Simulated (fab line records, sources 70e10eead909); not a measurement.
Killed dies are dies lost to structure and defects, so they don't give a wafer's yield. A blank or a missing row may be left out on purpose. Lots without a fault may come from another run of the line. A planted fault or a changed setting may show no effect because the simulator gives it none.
Which tool did it? | flow nand_harc | 6 lots, 18 wafers sampled, at 4 steps of a route of 1302

WHAT THE GAUGES READ, wafer by wafer
NHARC_END_SORT_01.
lot  | measured     | on        | killed_open
L255 | day 25 02:08 | prober-01 | 6 8 7
L262 | day 26 22:44 | prober-01 | 4 2 2
L272 | day 31 16:37 | prober-02 | 5 3 3

WHICH TOOL RAN EACH LOT (tool, then ch and the chambers of the sampled wafers, then the start)
lot  | NHARC_A_CONTACT_ETCH_138             | NHARC_A_CONTACT_ETCH_92            | NHARC_A_BLC_SOFTBAKE_05
L255 | har_cap_etch-02 ch 0,1, day 23 00:17 | rie_diel-04 ch 0,1,3, day 23 01:08 | litho_track-04 ch 0, day 23 03:00
L262 | har_cap_etch-02 ch 0,1, day 24 23:19 | rie_diel-04 ch 0,2,3, day 25 00:10 | litho_track-04 ch 0, day 25 02:00
L269 | har_cap_etch-03 ch 0,1, day 28 04:19 | rie_diel-04 ch 1,2,3, day 28 05:07 | litho_track-01 ch 0, day 28 07:00
L271 | har_cap_etch-03 ch 0,1, day 29 07:20 | rie_diel-04 ch 0,1,3, day 29 08:08 | litho_track-06 ch 0, day 29 10:00
L272 | har_cap_etch-03 ch 0,1, day 29 15:55 | rie_diel-04 ch 0,2,3, day 29 16:41 | litho_track-01 ch 0, day 29 19:00
L275 | har_cap_etch-01 ch 0,1, day 30 15:34 | rie_diel-11 ch 1,2,3, day 30 16:22 | litho_track-01 ch 0, day 30 19:00
- NHARC_A_CONTACT_ETCH_138: etches the open film in C4F8/O2/Ar, time 311 s, target depth 1914 nm.
- NHARC_A_CONTACT_ETCH_92: etches the open film in CH3F/O2, target depth 40 nm, time 85.7 s.
- NHARC_A_BLC_SOFTBAKE_05: time 55 s.

THE ANSWER, worked out from the rows above alone
Rule: what is usual is taken from the lots themselves. Put in order of their means at a reading, lots are off if they are a third of the lots or fewer, leave a main group of 4 or more, and stand apart from it by a gap of 3 or more times the standard deviation of the main group's means; of several such gaps the widest counts. A main group whose means are all the same, to the digits that the tables above print for the reading, isn't used. A lot without any number at a reading at which 4 lots or more have one is off too. The other lots that the step has rows for count as sound.
No lot is off at any reading shown: from this, nothing can be told.

WHAT THE SIMULATOR HAD PUT IN
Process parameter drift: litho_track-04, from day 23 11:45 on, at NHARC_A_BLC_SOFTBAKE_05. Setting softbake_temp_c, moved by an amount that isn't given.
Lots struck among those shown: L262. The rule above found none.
